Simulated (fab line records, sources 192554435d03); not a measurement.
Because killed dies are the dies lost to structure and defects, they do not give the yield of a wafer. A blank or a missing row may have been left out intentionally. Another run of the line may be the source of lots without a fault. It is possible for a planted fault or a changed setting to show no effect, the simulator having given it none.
fab line records	flow n5-finfet	part 1 of 2: steps 1 to 22 of 27
record: lots: 5	wafers: 15	last-day: 17
route steps=1938 shown BEOL_M0_SAQP@669
lots untouched by any fault: they come from a run of this same line in which no faults occurred
start-h: start of the lot's first displayed wafer, in hours after the record's first day	wait-h: time in hours since the lot's previous step	" the same as in the row above	L1.1+2: several wafers, shown together as one row	- value missing, or start not given	* or withheld: withheld	< > ~ a bound
route shown NAME@n: NAME is a module with steps in the file, n the number in the route of the first one	usual: mean/standard deviation taken from wafers without a fault	same: alike in all rows	chamber/n: place in a boat	sites: the reading at each site	_std_site: the standard deviation of these	_edge_site: outer sites' mean less inner sites'	radius-mm: for every site, how far away it sits from the centre of the wafer	mask NAME#n: copy n	behind: the last tool/chamber to shape the wafer	hold: what put the lot on hold/how long, in hours/how the hold closed	device: whichever transistor did not switch (one of n, p or np)	end of line: tests of these same wafers at the route's end	a step given without rows: its recipe and nothing more	killed: dies lost to structure and defects at the first sort, not the wafer's yield	map: dies across one wafer; x = killed, . = not, _ = none there
set.NAME: the run value of the setting; set.NAME@STEP: its run value at that earlier step	model.NAME: the simulator's own value behind a step, which no gauge read
lots seen at some steps along the route; tables by step, rows by wafer
services: the hour from which a tool's chamber was out of use, counted from the record's first day as start-h (under 0 if before that day), plus the number of hours and why
== steps ==
step: N5_BEOL_M0_SAQP_MANDREL_ETCH_103
recipe: chemistry: HBr/Cl2	target: a-Si	target-depth-a: 450	bt-time-s: 10	stop-on: SiCN	mask-material: SiO2	over-etch-frac: 0.8	time-s: 27	pressure-mtorr: 10	icp-w: 800	bias-w: 75	HBr_flow_sccm: 150	Cl2_flow_sccm: 80	ends: end-point
usual: bias-w: 75.01/0.22	drypump-motor-current-A: 5.65/0.25	oes-product-au: 0.681/0.011	throttle-valve-pct: 35.56/0.19
lot.wafer	tool	chamber	start-h	wait-h	bias-w	drypump-motor-current-A	oes-product-au	rf-hours-counter-h	throttle-valve-pct
L074.1	rie-si-02	3	113.79	0.0	75.12	5.99	0.681	178	35.48
L074.2	"	1	"	"	74.58	5.48	0.674	98	35.27
L074.4	"	0	"	"	75.22	5.28	0.704	99	35.68
L079.1	rie-si-02	3	141.49	0.0	74.68	6.01	0.674	179	35.52
L079.4	"	1	"	"	74.76	5.49	0.673	99	35.29
L079.5	"	0	"	"	74.94	5.23	0.690	-	35.70
L080.1	rie-si-03	0	152.52	0.0	75.19	5.83	0.681	87	35.34
L080.4	"	2	"	"	74.76	5.63	0.681	68	35.76
L080.6	"	1	"	"	74.84	5.37	0.690	-	35.46
L086.1	rie-si-01	3	191.69	0.0	75.16	5.61	0.679	77	35.86
L086.3	"	0	"	"	74.91	5.33	0.681	27	35.52
L086.6	"	2	"	"	75.12	5.98	0.703	-	35.36
L094.3	rie-si-01	3	230.84	0.0	75.28	5.69	0.658	78	35.90
L094.4	"	1	"	"	75.13	5.62	0.671	166	35.47
L094.5	"	2	"	"	74.96	5.97	0.688	-	35.38
step: N5_BEOL_M0_SAQP_RECESS_104
recipe: chemistry: HF/NH3	target: SiO2	target-depth-a: 180	afs-cycles: 3	temp-c: 30	sublimation-temp-c: 180	sublimation-time-s: 60
usual: drypump-motor-current-A: 6.21/0.3
lot.wafer	tool	chamber	start-h	wait-h	drypump-motor-current-A
L074.1	vapor-etch-01	1	113.89	0.1	6.15
L074.2	"	0	"	"	6.65
L074.4	"	0	"	"	6.65
L079.1	vapor-etch-01	0	141.57	0.1	6.67
L079.4	"	0	"	"	6.66
L079.5	"	1	"	"	6.12
L080.1	vapor-etch-02	0	152.60	0.1	5.86
L080.4	"	1	"	"	6.16
L080.6	"	1	"	"	6.16
L086.1	vapor-etch-02	0	191.77	0.1	5.82
L086.3	"	0	"	"	5.83
L086.6	"	0	"	"	5.83
L094.3	vapor-etch-01	1	231.04	0.2	6.11
L094.4	"	0	"	"	6.62
L094.5	"	1	"	"	6.18
step: N5_BEOL_M0_SAQP_COAT_105
recipe: resist: SOC	temp-c: 250	time-s: 60	spin-rpm: 1500	resist-thk-nm: 100
lot.wafer	tool	chamber	start-h	wait-h
L074.1+2+4	litho-track-05	0	114.27	0.3
L079.1+4+5	litho-track-03	0	141.95	0.3
L080.1+4+6	litho-track-01	0	153.00	0.3
L086.1+3+6	litho-track-05	0	192.15	0.3
L094.3+4+5	litho-track-05	0	231.32	0.2
step: N5_BEOL_M0_SAQP_ETCH_106
recipe: chemistry: N2/H2	target: SOC	target-depth-a: 1500	stop-on: SiNx	ion-energy-ev: 100	bias-w: 61	pressure-mtorr: 30	source-w: 850	n2-flow-sccm: 200	h2-flow-sccm: 200
usual: bias-w: 60.98/0.18	drypump-motor-current-A: 5.84/0.26	oes-product-au: 0.75/0.072	rf-vpp-V: 241.0/1.2	showerhead-plenum-p-Torr: 2.57/0.077	throttle-valve-pct: 17.94/0.25
lot.wafer	tool	chamber	start-h	wait-h	bias-w	drypump-motor-current-A	oes-product-au	rf-hours-counter-h	rf-vpp-V	showerhead-plenum-p-Torr	throttle-valve-pct
L074.1	rie-diel-02	0	114.34	-	60.99	6.10	0.76	140	240.7	2.55	18.02
L074.2	"	1	"	"	61.20	5.90	0.72	188	241.0	2.52	18.05
L074.4	"	3	"	"	60.88	5.61	0.69	220	241.4	2.61	17.98
L079.1	rie-diel-02	1	142.02	-	60.85	5.90	0.72	196	241.6	2.51	18.05
L079.4	"	3	"	"	60.63	5.59	0.68	229	242.8	2.61	17.99
L079.5	"	0	"	"	60.68	6.09	0.78	-	242.1	2.54	18.02
L080.1	rie-diel-06	3	153.20	-	60.84	6.15	0.81	75	239.1	2.46	17.90
L080.4	"	0	"	"	60.90	5.86	0.69	224	241.2	2.61	18.08
L080.6	"	1	"	"	60.83	5.97	0.70	-	242.0	2.62	17.83
L086.1	rie-diel-02	2	192.22	-	60.65	5.31	0.77	146	239.1	2.45	17.72
L086.3	"	1	"	"	61.23	5.89	0.70	212	240.2	2.51	18.10
L086.6	"	2	"	"	61.14	5.30	0.76	-	240.6	2.45	17.70
L094.3	rie-diel-04	2	231.37	-	60.75	5.82	0.87	43	239.2	2.49	17.19
L094.4	"	0	"	"	60.66	5.84	0.75	165	241.2	2.65	18.24
L094.5	"	1	"	"	61.30	6.27	0.89	-	243.2	2.70	17.90
step: N5_BEOL_M0_SAQP_ETCH_107
recipe: chemistry: CH3F/O2	target: SiNx	target-depth-a: 300	mask-material: SOC	pressure-mtorr: 30	source-w: 395	bias-w: 73	Ar_flow_sccm: 150	CH3F_flow_sccm: 30	O2_flow_sccm: 20	ion-energy-ev: 120
usual: bias-w: 73.02/0.24	drypump-motor-current-A: 5.83/0.26	oes_ar_750_au: 0.76/0.07	oes_f_703_au: 0.76/0.07	oes-product-au: 0.76/0.076	rf-vpp-V: 298.8/2.5	showerhead-plenum-p-Torr: 2.02/0.059	throttle-valve-pct: 16.49/0.26
lot.wafer	tool	chamber	start-h	wait-h	bias-w	drypump-motor-current-A	oes_ar_750_au	oes_f_703_au	oes-product-au	rf-hours-counter-h	rf-vpp-V	showerhead-plenum-p-Torr	throttle-valve-pct
L074.1	rie-diel-02	0	114.40	0.0	73.36	6.10	0.77	0.77	0.77	140	297.1	2.01	16.55
L074.2	"	1	"	"	72.73	5.88	0.73	0.74	0.73	188	299.7	1.99	16.66
L074.4	"	3	"	"	72.99	5.59	0.69	0.69	0.68	220	295.4	2.06	16.52
L079.1	rie-diel-02	1	142.08	0.0	72.98	5.90	0.73	0.73	0.72	196	298.2	1.98	16.68
L079.4	"	3	"	"	72.97	5.59	0.69	0.70	0.68	229	295.6	2.05	16.54
L079.5	"	0	"	"	72.68	6.06	0.77	0.76	0.76	-	298.5	2.01	16.58
L080.1	rie-diel-06	3	153.26	0.0	73.10	6.15	0.82	0.81	0.81	75	301.0	1.94	16.43
L080.4	"	0	"	"	73.14	5.86	0.70	0.69	0.68	224	299.7	2.05	16.75
L080.6	"	1	"	"	73.16	5.96	0.71	0.72	0.71	-	302.9	2.06	16.44
L086.1	rie-diel-02	2	192.28	0.0	72.95	5.31	0.77	0.76	0.77	146	296.0	1.92	16.20
L086.3	"	1	"	"	72.75	5.90	0.72	0.72	0.71	212	298.4	1.98	16.72
L086.6	"	2	"	"	73.00	5.32	0.76	0.76	0.77	-	295.5	1.92	16.20
L094.3	rie-diel-04	2	231.43	0.0	72.56	5.81	0.88	0.87	0.89	43	300.7	1.95	15.74
L094.4	"	0	"	"	73.41	5.87	0.76	0.76	0.75	165	298.9	2.07	16.70
L094.5	"	1	"	"	73.16	6.25	0.91	0.90	0.92	-	298.3	2.13	16.40
step: N5_BEOL_M0_SAQP_STRIP_108
recipe: chemistry: N2/H2	power-w: 500	temp-c: 40	pressure-mtorr: 50	rf-frequency-hz: 6e+07	overash-fraction: 0.3	bias-power-w: 28	h2-frac: 0.5	n2-flow-sccm: 300	h2-flow-sccm: 300
usual: drypump-motor-current-A: 5.85/0.26	oes-product-au: 0.76/0.076	rf-vpp-V: 122.1/0.95	showerhead-plenum-p-Torr: 3.39/0.098	throttle-valve-pct: 19.0/0.32
lot.wafer	tool	chamber	start-h	wait-h	drypump-motor-current-A	oes-product-au	rf-hours-counter-h	rf-vpp-V	showerhead-plenum-p-Torr	throttle-valve-pct
L074.1	rie-diel-02	0	114.44	0.0	6.08	0.77	140	121.7	3.36	19.1
L074.2	"	1	"	"	5.92	0.71	188	121.3	3.33	19.1
L074.4	"	3	"	"	5.59	0.68	220	122.0	3.45	19.1
L079.1	rie-diel-02	1	142.12	0.0	5.89	0.72	196	120.6	3.32	19.1
L079.4	"	3	"	"	5.60	0.68	229	122.9	3.44	19.1
L079.5	"	0	"	"	6.10	0.76	-	122.9	3.36	19.1
L080.1	rie-diel-06	3	153.30	0.0	6.14	0.80	75	121.0	3.26	19.0
L080.4	"	0	"	"	5.83	0.69	224	121.5	3.45	18.9
L080.6	"	1	"	"	5.97	0.72	-	121.1	3.45	18.7
L086.1	rie-diel-02	2	192.32	0.0	5.33	0.77	146	121.5	3.24	18.8
L086.3	"	1	"	"	5.93	0.71	212	121.5	3.31	19.1
L086.6	"	2	"	"	5.33	0.77	-	120.7	3.24	18.8
L094.3	rie-diel-04	2	231.47	0.0	5.81	0.87	43	121.0	3.29	18.2
L094.4	"	0	"	"	5.86	0.75	165	122.9	3.49	19.3
L094.5	"	1	"	"	6.25	0.91	-	123.1	3.56	19.1
step: N5_BEOL_M0_SAQP_RECESS_109
recipe: chemistry: HF/NH3	target: SiO2	target-depth-a: 30	afs-cycles: 1	temp-c: 30	sublimation-temp-c: 180	sublimation-time-s: 60
usual: drypump-motor-current-A: 6.19/0.29
lot.wafer	tool	chamber	start-h	wait-h	drypump-motor-current-A
L074.1	vapor-etch-01	0	114.50	0.0	6.67
L074.2	"	1	"	"	6.13
L074.4	"	0	"	"	6.63
L079.1	vapor-etch-01	1	142.18	0.0	6.10
L079.4	"	0	"	"	6.65
L079.5	"	0	"	"	6.70
L080.1	vapor-etch-01	0	153.36	0.0	6.67
L080.4	"	1	"	"	6.14
L080.6	"	0	"	"	6.62
L086.1	vapor-etch-02	0	192.38	0.0	5.84
L086.3	"	1	"	"	6.17
L086.6	"	1	"	"	6.16
L094.3	vapor-etch-02	1	231.57	0.1	6.15
L094.4	"	0	"	"	5.88
L094.5	"	0	"	"	5.85
step: N5_BEOL_M0_SAQP_SPACER2_ALD_26
recipe: material: SiO2	target-thk-a: 150	temp-c: 300	ald-precursor-family: BDEAS	ald-co-reactant: O2-plasma	pulse-time-s: 1	purge-time-s: 2	co-reactant-purge-time-s: 2	pressure-torr: 2
usual: heater-power-w: 478/60	precursor-pulse-height-rel: 1.000/0.021
lot.wafer	tool	chamber	start-h	wait-h	heater-power-w	precursor-pulse-height-rel
L074.1	ald-sin-03	1	115.25	0.7	495	0.996
L074.2	"	0	"	"	509	0.982
L074.4	"	3	"	"	437	0.977
L079.1	ald-sin-01	0	143.31	1.1	403	0.988
L079.4	"	1	"	"	432	1.017
L079.5	"	2	"	"	444	0.977
L080.1	ald-sin-03	3	155.35	1.9	463	1.051
L080.4	"	0	"	"	507	0.999
L080.6	"	2	"	"	513	1.017
L086.1	ald-sin-03	0	193.86	1.4	497	1.007
L086.3	"	3	"	"	445	1.002
L086.6	"	2	"	"	510	0.984
L094.3	ald-sin-03	3	231.68	0.1	444	1.025
L094.4	"	1	"	"	499	1.009
L094.5	"	2	"	"	523	1.024
step: N5_BEOL_M0_SAQP_SPACER2_ETCHBACK_27
recipe: chemistry: CHF3/O2	mode: anisotropic-etchback	target: SiO2	target-depth-a: 225	time-s: 11.25	pressure-mtorr: 30	source-w: 650	bias-w: 170	Ar_flow_sccm: 200	CHF3_flow_sccm: 50	O2_flow_sccm: 5	ion-energy-ev: 200
usual: CHF3_flow_sccm: 50.01/0.14	bias-w: 170.0/0.5	drypump-motor-current-A: 5.86/0.25	oes_ar_750_au: 0.77/0.077	oes_f_703_au: 0.77/0.077	oes-product-au: 0.77/0.085	rf-vpp-V: 527/4.2	showerhead-plenum-p-Torr: 2.44/0.07	throttle-valve-pct: 19.02/0.26
lot.wafer	tool	chamber	start-h	wait-h	CHF3_flow_sccm	bias-w	drypump-motor-current-A	oes_ar_750_au	oes_f_703_au	oes-product-au	rf-hours-counter-h	rf-vpp-V	showerhead-plenum-p-Torr	throttle-valve-pct
L074.1	rie-diel-06	1	115.85	0.3	50.13	170.2	5.97	0.72	0.73	0.72	225	535	2.47	18.90
L074.2	"	2	"	"	49.99	169.7	5.78	0.75	0.77	0.76	161	531	2.51	19.03
L074.4	"	3	"	"	49.90	170.1	6.13	0.83	0.82	0.84	63	529	2.35	18.98
L079.1	rie-diel-04	3	143.86	0.3	50.12	169.5	5.50	0.74	0.74	0.74	201	519	2.39	19.14
L079.4	"	0	"	"	49.91	170.1	5.85	0.78	0.78	0.79	140	526	2.50	19.19
L079.5	"	1	"	"	50.16	170.4	6.25	0.95	0.96	0.98	-	526	2.57	18.96
L080.1	rie-diel-02	0	155.90	0.3	49.62	169.4	6.08	0.77	0.76	0.77	152	525	2.41	19.13
L080.4	"	1	"	"	49.93	170.4	5.92	0.73	0.73	0.71	201	527	2.39	19.21
L080.6	"	1	"	"	49.97	171.2	5.91	0.73	0.73	0.72	-	527	2.39	19.22
L086.1	rie-diel-02	1	194.41	0.3	49.91	170.0	5.90	0.72	0.73	0.71	213	526	2.38	19.26
L086.3	"	3	"	"	50.05	169.6	5.57	0.69	0.68	0.67	243	521	2.47	19.10
L086.6	"	2	"	"	50.11	170.4	5.35	0.77	0.77	0.77	-	521	2.32	18.73
L094.3	rie-diel-06	2	232.28	0.3	50.07	170.0	5.76	0.73	0.73	0.72	197	530	2.49	19.09
L094.4	"	2	"	"	50.08	169.5	5.78	0.73	0.73	0.72	-	531	2.49	19.09
L094.5	"	0	"	"	49.86	170.2	5.84	0.68	0.68	0.67	-	528	2.47	19.32
step: N5_BEOL_M0_SAQP_MANDREL2_REMOVE_110
recipe: chemistry: HBr/Cl2/O2	bt-time-s: 10	target: a-Si	stop-on: SiCN	endpoint: OES-SiCl	over-etch-frac: 1	icp-w: 600	bias-w: 30	HBr_flow_sccm: 150	Cl2_flow_sccm: 80	O2_flow_sccm: 5	pressure-mtorr: 10
usual: bias-w: 30.01/0.082	drypump-motor-current-A: 5.66/0.27	oes-product-au: 0.994/0.018	throttle-valve-pct: 36.83/0.2
lot.wafer	tool	chamber	start-h	wait-h	bias-w	drypump-motor-current-A	oes-product-au	rf-hours-counter-h	throttle-valve-pct
L074.1	rie-si-03	1	115.94	0.1	30.14	5.38	1.015	188	36.72
L074.2	"	3	"	"	29.90	5.79	0.999	30	36.97
L074.4	"	0	"	"	29.99	5.83	1.004	87	36.58
L079.1	rie-si-02	2	143.95	0.1	29.90	5.93	0.964	173	36.99
L079.4	"	2	"	"	29.97	5.92	0.970	-	36.99
L079.5	"	0	"	"	30.03	5.23	1.018	-	36.97
L080.1	rie-si-01	2	155.99	0.1	30.02	5.97	1.001	86	36.64
L080.4	"	1	"	"	30.01	5.59	0.978	165	36.72
L080.6	"	3	"	"	29.92	5.67	0.976	-	37.16
L086.1	rie-si-03	0	194.49	0.1	30.06	5.88	1.007	88	36.59
L086.3	"	3	"	"	29.93	5.79	1.000	32	36.97
L086.6	"	3	"	"	30.08	5.77	1.004	-	36.96
L094.3	rie-si-02	2	232.37	0.1	29.93	5.94	0.965	174	36.99
L094.4	"	0	"	"	30.01	5.23	1.017	101	36.97
L094.5	"	3	"	"	30.04	6.02	1.010	-	36.75
step: N5_BEOL_M0_SAQP_CD_MEAS_29
recipe: target-cd-nm: 14.4	landing-energy-ev: 1000	detector: se-inlens
usual: cd-nm: 15.00/0.21
lot.wafer	tool	chamber	start-h	wait-h	cd-nm
L074.1	cd-sem-03	0	116.05	0.1	15.35
L074.2	"	0	"	"	15.35
L074.4	"	0	"	"	15.10
L079.1	cd-sem-02	0	144.06	0.1	15.10
L079.4	"	0	"	"	14.59
L079.5	"	0	"	"	14.71
L080.1	cd-sem-02	0	156.10	0.1	14.62
L080.4	"	0	"	"	15.33
L080.6	"	0	"	"	15.08
L086.1	cd-sem-01	0	194.60	0.1	15.01
L086.3	"	0	"	"	14.79
L086.6	"	0	"	"	14.79
L094.3	cd-sem-02	0	232.48	0.1	15.37
L094.4	"	0	"	"	14.96
L094.5	"	0	"	"	15.00
step: N5_BEOL_M0_SAQP_COAT_69
recipe: resist: SOC	temp-c: 250	time-s: 60	spin-rpm: 1500	resist-thk-nm: 90
lot.wafer	tool	chamber	start-h	wait-h
L074.1+2+4	litho-track-05	0	116.08	0.0
L079.1+4+5	litho-track-03	0	144.09	0.0
L080.1+4+6	litho-track-01	0	156.13	0.0
L086.1+3+6	litho-track-01	0	194.64	0.0
L094.3+4+5	litho-track-01	0	232.51	0.0
step: N5_BEOL_M0_SAQP_COAT_72
recipe: resist: SiARC	temp-c: 220	time-s: 60	spin-rpm: 1500	resist-thk-nm: 15
lot.wafer	tool	chamber	start-h	wait-h
L074.1+2+4	litho-track-05	0	-	-
L079.1+4+5	litho-track-03	0	-	-
L080.1+4+6	litho-track-01	0	-	-
L086.1+3+6	litho-track-01	0	-	-
L094.3+4+5	litho-track-01	0	-	-
step: N5_BEOL_M0_SAQP_COAT_87
recipe: resist: underlayer	temp-c: 205	time-s: 60	spin-rpm: 1500	resist-thk-nm: 5
lot.wafer	tool	chamber	start-h	wait-h
L074.1+2+4	litho-track-05	0	-	-
L079.1+4+5	litho-track-03	0	-	-
L080.1+4+6	litho-track-01	0	-	-
L086.1+3+6	litho-track-01	0	-	-
L094.3+4+5	litho-track-01	0	-	-
step: N5_BEOL_M0_SAQP_COAT_34
recipe: resist: CAR-EUV	spin-rpm: 1500	resist-thk-nm: 30
lot.wafer	tool	chamber	start-h	wait-h
L074.1+2+4	litho-track-05	0	-	-
L079.1+4+5	litho-track-03	0	-	-
L080.1+4+6	litho-track-01	0	-	-
L086.1+3+6	litho-track-01	0	-	-
L094.3+4+5	litho-track-01	0	-	-
step: N5_BEOL_M0_SAQP_EBR_36
recipe: solvent: PGMEA	ebr-width-mm: 1.5
lot.wafer	tool	chamber	start-h	wait-h
L074.1+2+4	litho-track-05	0	-	-
L079.1+4+5	litho-track-03	0	-	-
L080.1+4+6	litho-track-01	0	-	-
L086.1+3+6	litho-track-01	0	-	-
L094.3+4+5	litho-track-01	0	-	-
step: N5_BEOL_M0_SAQP_SOFTBAKE_35
recipe: temp-c: 110	time-s: 60	resist: CAR-EUV
lot.wafer	tool	chamber	start-h	wait-h
L074.1+2+4	litho-track-05	0	-	-
L079.1+4+5	litho-track-03	0	-	-
L080.1+4+6	litho-track-01	0	-	-
L086.1+3+6	litho-track-01	0	-	-
L094.3+4+5	litho-track-01	0	-	-
step: N5_BEOL_M0_SAQP_EXPOSE_37
recipe: mask-id: M0_CUT1	na: 0.33	source-shape: annular	sigma-inner: 0.35	sigma-outer: 0.8	polarization: unpolarized	target-cd-nm: 30	dose-mj: 44.75
lot.wafer	tool	chamber	start-h	wait-h	mask
L074.1+2+4	euv-scanner-02	0	116.22	-	M0_CUT1#0
L079.1+4+5	euv-scanner-01	0	144.36	-	M0_CUT1#0
L080.1+4+6	euv-scanner-02	0	156.39	-	M0_CUT1#0
L086.1+3+6	euv-scanner-01	0	194.90	-	M0_CUT1#0
L094.3+4+5	euv-scanner-01	0	232.87	-	M0_CUT1#0
step: N5_BEOL_M0_SAQP_PEB_38
recipe: peb-temp-c: 100	peb-time-s: 60	resist: CAR-EUV
lot.wafer	tool	chamber	start-h	wait-h
L074.1+2+4	litho-track-03	0	116.29	0.1
L079.1+4+5	litho-track-01	0	144.42	0.1
L080.1+4+6	litho-track-03	0	156.46	0.1
L086.1+3+6	litho-track-01	0	194.97	0.1
L094.3+4+5	litho-track-05	0	232.93	0.0
step: N5_BEOL_M0_SAQP_DEVELOP_39
recipe: develop-time-s: 30	developer: TMAH	resist: CAR-EUV	rinse-liquid: surfactant-rinse	dry: air-spin	dev-temp-c: 23
lot.wafer	tool	chamber	start-h	wait-h
L074.1+2+4	litho-track-03	0	-	-
L079.1+4+5	litho-track-01	0	-	-
L080.1+4+6	litho-track-03	0	-	-
L086.1+3+6	litho-track-01	0	-	-
L094.3+4+5	litho-track-05	0	-	-
step: N5_BEOL_M0_SAQP_CD_MEAS_40
recipe: target-cd-nm: 30	landing-energy-ev: 500	detector: se-inlens
usual: cd-nm: 30.05/0.24
lot.wafer	tool	chamber	start-h	wait-h	cd-nm
L074.1	cd-sem-03	0	116.35	-	29.99
L074.2	"	0	"	"	30.11
L074.4	"	0	"	"	30.12
L079.1	cd-sem-03	0	144.49	-	30.43
L079.4	"	0	"	"	30.09
L079.5	"	0	"	"	30.16
L080.1	cd-sem-03	0	156.53	-	30.29
L080.4	"	0	"	"	29.94
L080.6	"	0	"	"	30.14
L086.1	cd-sem-03	0	195.04	-	30.10
L086.3	"	0	"	"	29.68
L086.6	"	0	"	"	29.88
L094.3	cd-sem-01	0	233.00	-	30.19
L094.4	"	0	"	"	29.87
L094.5	"	0	"	"	30.38
step: N5_BEOL_M0_SAQP_OVL_MEAS_41
recipe: points-per-wafer: 522
usual: M0_CUT1_OVL: 0.1/0.52
lot.wafer	tool	chamber	start-h	wait-h	M0_CUT1_OVL[nm]
L074.1	overlay-01	0	116.38	0.0	0.5
L074.2	"	0	"	"	-0.2
L074.4	"	0	"	"	0.4
L079.1	overlay-02	0	144.52	0.0	1.3
L079.4	"	0	"	"	0.8
L079.5	"	0	"	"	1.7
L080.1	overlay-02	0	156.56	0.0	-0.8
L080.4	"	0	"	"	-0.7
L080.6	"	0	"	"	0.4
L086.1	overlay-02	0	195.07	0.0	0.7
L086.3	"	0	"	"	-0.2
L086.6	"	0	"	"	1.1
L094.3	overlay-01	0	233.04	0.0	0.4
L094.4	"	0	"	"	0.3
L094.5	"	0	"	"	-0.5
